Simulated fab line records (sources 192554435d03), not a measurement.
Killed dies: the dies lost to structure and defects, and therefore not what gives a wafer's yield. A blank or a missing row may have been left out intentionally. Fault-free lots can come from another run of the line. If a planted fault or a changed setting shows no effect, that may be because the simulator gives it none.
Chamber matching -- flow n5_finfet -- pecvd-02 running N5_BEOL_M2_DEP_57: 3 sister chambers
The step deposits SiCN from 3MS/NH3, target thk 8 nm, time 14 s. 6 wafers are shown with their chamber, then 7 later ones without.

WAFERS, EACH WITH ITS CHAMBER
wafer,chamber,throttle_valve_pct (%),showerhead_plenum_p_Torr (Torr)
L089.6,2,8.9,3.682
L094.4,1,9.8,3.686
L094.5,0,9.2,3.671
L094.6,2,8.8,3.675
L095.1,0,9.0,3.660
L095.5,1,10.0,3.685

WAFERS WITH NO CHAMBER GIVEN
wafer,throttle_valve_pct (%),showerhead_plenum_p_Torr (Torr)
L095.6,9.4,3.670
L097.1,8.9,3.683
L097.4,9.3,3.675
L097.5,8.9,3.662
L096.1,10.2,3.685
L096.2,9.1,3.669
L096.3,8.8,3.679

EACH ONE'S CHAMBER
wafer,from the rows above,in truth
L095.6,0,0
L097.1,2,2
L097.4,can't be placed: 0 or 2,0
L097.5,can't be placed: 0 or 2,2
L096.1,1,1
L096.2,0,0
L096.3,2,2
5 of 7 placed correctly. Unplaceable from these rows: 2, with the true chamber sitting among the candidates in 2. Wrongly placed: 0.
How it was worked out, from the rows above alone: a wafer's distance from a chamber is the root of the sum, over the readings, of the square of ((its reading less the chamber's mean) divided by the reading's scatter). If the next closest chamber is less than 2 further off than the closest, the wafer can't be placed; otherwise it belongs to the closest. Each chamber's mean is taken over the wafers shown for it. The scatter is the square root of a quotient: the sum, over the shown wafers, of each reading's squared deviation from its chamber's mean, divided by wafers minus chambers.
